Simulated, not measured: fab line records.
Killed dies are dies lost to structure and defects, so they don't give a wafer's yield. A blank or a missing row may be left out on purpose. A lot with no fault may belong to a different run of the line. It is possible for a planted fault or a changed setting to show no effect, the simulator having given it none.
Matching of chambers -- flow nandHarc -- NHARC_A_BONDPAD_DEP_00 on pecvd-04 has 3 sister chambers
The step deposits SiCN, target thk 250 nm. 3 wafers are shown with their chamber, then 10 later ones without.

WAFERS PAIRED WITH THEIR CHAMBERS
wafer,chamber,heaterPowerW (W)
L079.3,2,664
L087.1,0,685
L087.2,1,581

WAFERS MISSING THEIR CHAMBER
wafer,heaterPowerW (W)
L087.5,468
L089.4,628
L089.5,686
L089.6,559
L096.3,691
L096.5,587
L096.6,698
L097.2,550
L097.3,715
L097.6,596

WHICH CHAMBER EACH ONE RAN IN
wafer,from the rows above,in truth
L087.5,1,1
L089.4,can't be placed: 2 or 1 or 0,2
L089.5,can't be placed: 0 or 2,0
L089.6,1,1
L096.3,can't be placed: 0 or 2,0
L096.5,can't be placed: 1 or 2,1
L096.6,can't be placed: 0 or 2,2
L097.2,1,1
L097.3,can't be placed: 0 or 2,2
L097.6,can't be placed: 1 or 2 or 0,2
3 of 10 placed correctly. Unplaceable from these rows: 7, with the true chamber sitting among the candidates in 7. Placed wrongly: 0.
How it was worked out, from the rows above alone: a wafer's distance from a chamber is the root of the sum, over the readings, of the square of ((its reading less the chamber's mean) divided by the reading's scatter). The wafer belongs to the nearest chamber; if the next one is less than 2 further off, it can't be placed. Each chamber's mean is taken over the wafers shown for it. The scatter: root of mean squared gap, hidden wafer to nearest shown wafer, with one shown wafer a chamber.
